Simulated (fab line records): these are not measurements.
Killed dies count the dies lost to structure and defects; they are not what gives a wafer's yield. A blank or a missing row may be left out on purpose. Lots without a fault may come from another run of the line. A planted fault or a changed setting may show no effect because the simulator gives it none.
8D (eight disciplines) problem report, filled in by code -- flow n5Finfet -- the parts of the form that need people (team, actions taken, sign-off) are left out

1. THE ISSUE
At N5_BEOL_M7_ETCH_41, biasW averages 61.41 W over 9 wafers from 3 lots, while fault-free wafers read 74.97 W, standard deviation 0.21. That puts it -65 standard deviations away from the usual mean.
The step: etches SiCN in CH3F/O2, target depth 31.9 nm, time 57.8 s.
First seen on wafer L698.3, day 11 07:24, on rieDiel-03. The record holds 21 wafers of 7 lots with a number at this step. Rule for "out" (also "out of limits"): further than 4 standard deviations from the usual mean. Any other wafer with a number is counted as sound.

2. WHAT IT IS, WHAT IT ISN'T
question,is,is not
which readings at this step,"biasW, rfVppV","drypumpMotorCurrentA, oesProductAu, showerheadPlenumPTorr, throttleValvePct"
which lots,"L696, L698, L699","L700, L709, L710, L711"
which wafers of those lots,all that have a number,-
read on which tools,rieDiel-03,"rieDiel-04, rieDiel-05"
when,from day 11 07:24,"up to then (0 sound wafers); but 12 sound wafers of L700, L709, L710, L711 came after"

3. WHAT RULES OUT EACH SUSPECT
Counting: any tool at a process step up to the reading is kept as a suspect provided that every lot that is out went through it and no sound lot did after the first of them.
- rieDiel-03 at N5_BEOL_M7_ETCH_72 (etches underlayer in N2/H2, target depth 6.5 nm, time 5.2 s): ruled out as a lasting fault. Following L698 (day 11 07:08), the first lot on it that is out, the sound lots L711, L709 were run on it.
- rieDiel-03 at N5_BEOL_M7_ETCH_65 (etches SiARC in CF4, target depth 15.6 nm, time 26 s): ruled out as a lasting fault. Following L698 (day 11 07:09), the first lot on it that is out, the sound lots L711, L709 were run on it.
- rieDiel-03 at N5_BEOL_M7_ETCH_66 (etches SOC in N2/H2, target depth 80 nm, overetch 16 nm, time 120 s): ruled out as a lasting fault. Following L698 (day 11 07:11), the first lot on it that is out, the sound lots L711, L709 were run on it.
- rieDiel-03 at N5_BEOL_M7_STRIP_36 (strips in N2/H2): ruled out as a lasting fault. Following L698 (day 11 07:20), the first lot on it that is out, the sound lots L711, L709 were run on it.
- rieDiel-03 at N5_BEOL_M7_TRENCH_ETCH_37 (etches SiCOH lowk in C4F6/O2, target depth 93.478 nm, time 31.2 s): ruled out as a lasting fault. Following L698 (day 11 07:24), the first lot on it that is out, the sound lots L711, L709 were run on it. Because N5_BEOL_M7_TRENCH_ETCH_37 lacks a start for some lots, the hours and order of its lots are taken from N5_BEOL_M7_ETCH_41.
- rieDiel-03 at N5_BEOL_M7_ETCH_41 (etches SiCN in CH3F/O2, target depth 31.9 nm, time 57.8 s): ruled out as a lasting fault. Following L698 (day 11 07:24), the first lot on it that is out, the sound lots L711, L709 were run on it.
Left after counting: nothing in the record.

4. THE CAUSE (what the simulator had put in)
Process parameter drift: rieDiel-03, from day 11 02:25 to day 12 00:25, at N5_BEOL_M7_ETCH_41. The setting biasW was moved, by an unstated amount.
Counting ruled it out, wrongly.

5. THE CHAIN OF EFFECTS, in route order
Each row: a reading where the mean over the struck wafers with a number is more than 3 standard deviations away from the usual. Scope: only readings with a usual standard deviation given in the record; hours: median across lots of the time from each lot's start at the first step in this table that gives one to its start at this step; sigmas: change in usual standard deviations.
hours,step,reading,usual,on struck wafers,change,sigmas
0,N5_BEOL_M7_ETCH_41,biasW,74.97 W,61.41,-13.56,-65
0,N5_BEOL_M7_ETCH_41,rfVppV,298.0 V,262.3,-35.7,-25
Process steps it contains:
- N5_BEOL_M7_ETCH_41: etches SiCN in CH3F/O2, target depth 31.9 nm, time 57.8 s.

6. WHAT WOULD HAVE CAUGHT IT SOONER
In this record no reading fell out of limits until day 11 07:24, 5 hours after the fault had begun at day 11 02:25.
